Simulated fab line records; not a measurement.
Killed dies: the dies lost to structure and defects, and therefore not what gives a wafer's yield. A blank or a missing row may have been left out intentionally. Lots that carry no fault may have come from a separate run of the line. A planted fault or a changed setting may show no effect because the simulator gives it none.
A single fault, viewed from 2 desks -- flow n5-finfet -- numbers are kept per desk, each desk with only its own; the story behind them comes last

== TOOL OWNER'S DESK, rie-diel-02 ==
The tool's own readings at N5_BEOL_M0_SAQP_ETCH_107 (etches SiNx in CH3F/O2, target depth 30 nm): means of the sampled wafers that have a number, for each lot that ran on this tool. If a lot's mean is further than 4 standard deviations from the usual mean, the lot is out of limits and carries the mark OUT (the distance appears in the brackets). Readings shown: 7 out of 8 (the first out of limits, and those lying furthest out on some lot).
Columns: A = bias-w at N5_BEOL_M0_SAQP_ETCH_107, usual 72.99 W; B = drypump-motor-current-A at N5_BEOL_M0_SAQP_ETCH_107, usual 5.5 A; C = oes-product-au at N5_BEOL_M0_SAQP_ETCH_107, usual 0.78 a.u.; D = rf-fwd-power-W at N5_BEOL_M0_SAQP_ETCH_107, usual 390.3 W; E = rf-vpp-V at N5_BEOL_M0_SAQP_ETCH_107, usual 292 V; F = showerhead-plenum-p-Torr at N5_BEOL_M0_SAQP_ETCH_107, usual 1.99 Torr; G = throttle-valve-pct at N5_BEOL_M0_SAQP_ETCH_107, usual 16.45 %
lot,first seen here,A,B,C,D,E,F,G
L642,day 6 07:29,72.80,5.7,0.76,387.6,298,1.86,16.62
L652,day 8 18:35,72.64,5.5,0.76,391.0,286,1.96,16.58
L653,day 9 03:53,72.81,5.6,0.76,391.5,286,1.96,16.61
L661,day 11 01:22,87.80 (+67) OUT,5.6,0.77,390.4,336 (+7.6) OUT,1.92,16.64
L662,day 11 09:04,88.21 (+69) OUT,5.8,0.85,388.9,343 (+8.9) OUT,1.95,16.41
This desk's finding: out of limits on L661, L662; first on L661, day 11 01:22 (bias-w at N5_BEOL_M0_SAQP_ETCH_107). L642, L652, L653: within limits.

== METROLOGY DESK ==
Means of the sampled wafers that have a number, per lot and without regard to the tool the lot ran on: this is what the gauges read. If a lot's mean is further than 4 standard deviations from the usual mean, the lot is out of limits and carries the mark OUT (the distance appears in the brackets). 7 of its 10 readings are shown, namely those furthest out on some lot.
Columns: A = DIBL_N at N5_BEOL_M4_RC_MEAS_101, usual 36.0 mV/V; B = ION_N at N5_BEOL_M4_RC_MEAS_101, usual 673 uA/um; C = ION_P at N5_BEOL_M4_RC_MEAS_101, usual 460 uA/um; D = SS_N at N5_BEOL_M4_RC_MEAS_101, usual 71.5 mV/dec; E = SS_P at N5_BEOL_M4_RC_MEAS_101, usual 73.2 mV/dec; F = VT_N at N5_BEOL_M4_RC_MEAS_101, usual 249 mV; G = VT_P at N5_BEOL_M4_RC_MEAS_101, usual -250 mV
lot,first seen here,A,B,C,D,E,F,G
L643,day 8 16:07,33.5,671,460,71.0,73.0,250,-250
L642,day 8 21:08,35.4,662,458,71.0,73.0,254,-248
L645,day 9 01:42,35.7,660,461,70.8,72.9,252,-250
L647,day 9 19:20,36.7,678,468,71.9,73.0,246,-245
L648,day 10 02:53,36.5,698,482,71.7,72.8,242,-246
L649,day 10 05:46,36.3,663,453,71.7,73.1,250,-252
L650,day 10 11:40,34.7,658,456,70.8,72.8,252,-254
L652,day 11 06:44,34.3,658,456,70.7,72.2,252,-254
L653,day 11 17:19,35.1,684,458,70.9,72.6,247,-254
L661,day 13 07:47,37.6,676,455,71.7,73.9,247,-253
L662,day 13 22:50,34.6,675,461,71.2,72.8,250,-252
This desk found nothing out of limits on any of the 11 lots.

== BROUGHT TOGETHER ==
The tool owner's desk could have raised an alarm at day 11 01:22, on L661, L662.
Metrology desk: nothing out of limits seen.
The metrology desk has L661, L662 on record, within its limits.
On rie-diel-02, each named lot ran N5_BEOL_M0_SAQP_ETCH_107.

== WHAT THE SIMULATOR HAD PUT IN ==
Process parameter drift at N5_BEOL_M0_SAQP_ETCH_107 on rie-diel-02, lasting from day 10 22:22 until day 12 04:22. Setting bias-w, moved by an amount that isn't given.
Lots struck among those shown: L661, L662.
Hours from the fault's start to each desk's first reading out of limits: the tool owner's desk, 3.
